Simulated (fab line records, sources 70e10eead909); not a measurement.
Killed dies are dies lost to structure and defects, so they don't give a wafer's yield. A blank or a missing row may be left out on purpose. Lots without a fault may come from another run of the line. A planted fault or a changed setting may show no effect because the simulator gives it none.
Chamber matching | flow nand_harc | NHARC_A_CHANNEL_HOLE_D2_ETCH_38 on rie_diel-04: 4 sister chambers
The step etches the open film in CF4, target depth 39 nm, time 65 s. 14 wafers are shown with their chamber, then 7 later ones without.

WAFERS WITH THEIR CHAMBER
wafer  | chamber | showerhead_plenum_p_Torr (Torr) | rf_vpp_V (V) | oes_product_au (a.u.)
L374.4 | 1       | 1.66                            | 149.0        | 0.993
L374.5 | 0       | 1.79                            | 152.4        | 1.000
L374.6 | 1       | 1.66                            | 150.0        | 1.001
L376.1 | 2       | 1.70                            | 151.1        | 1.004
L376.4 | 3       | 1.74                            | 150.9        | 0.998
L376.5 | 2       | 1.70                            | 149.7        | 1.005
L378.1 | 0       | 1.79                            | 151.6        | 1.021
L378.4 | 2       | 1.69                            | 149.9        | 1.011
L378.5 | 0       | 1.79                            | 150.9        | 1.012
L379.1 | 0       | 1.79                            | 151.5        | 0.999
L379.2 | 2       | 1.69                            | 150.6        | 0.995
L379.3 | 1       | 1.66                            | 151.2        | 1.004
L384.2 | 1       | 1.65                            | 151.1        | 0.998
L384.3 | 2       | 1.69                            | 151.5        | 0.993

SIGNATURES (means of the wafers above)
reading                  | chamber 0 | chamber 1 | chamber 2 | chamber 3 | scatter within a chamber
showerhead_plenum_p_Torr | 1.7900    | 1.6575    | 1.6940    | 1.7400    | 0.00442
rf_vpp_V                 | 151.600   | 150.325   | 150.560   | 150.900   | 0.82
oes_product_au           | 1.00800   | 0.99900   | 1.00160   | 0.99800   | 0.00787
Rule: a wafer's distance from a chamber is the root of the sum, over the readings, of the square of ((its reading less the chamber's mean) divided by the reading's scatter). The wafer belongs to the nearest chamber; if the next one is less than 2 further off, it can't be placed. The scatter: the root of (the sum of the squares of (reading less its chamber's mean) over the shown wafers, divided by (wafers less chambers)).

WAFERS WITHOUT THEIR CHAMBER
wafer  | showerhead_plenum_p_Torr (Torr) | rf_vpp_V (V) | oes_product_au (a.u.)
L384.6 | 1.65                            | 149.6        | 1.015
L392.3 | 1.69                            | 149.6        | 0.988
L392.4 | 1.73                            | 150.2        | 0.995
L392.5 | 1.78                            | 151.0        | 0.987
L396.1 | 1.65                            | 149.5        | 1.009
L396.3 | 1.78                            | 150.8        | 1.011
L396.6 | 1.73                            | 150.9        | 1.001

WHICH CHAMBER EACH WENT THROUGH
wafer  | from the rows above | in truth
L384.6 | 1                   | 1
L392.3 | 2                   | 2
L392.4 | 3                   | 3
L392.5 | 0                   | 0
L396.1 | 1                   | 1
L396.3 | 0                   | 0
L396.6 | 3                   | 3
Placed correctly: 7 of 7. Can't be placed from these rows: 0. Placed wrongly: 0.
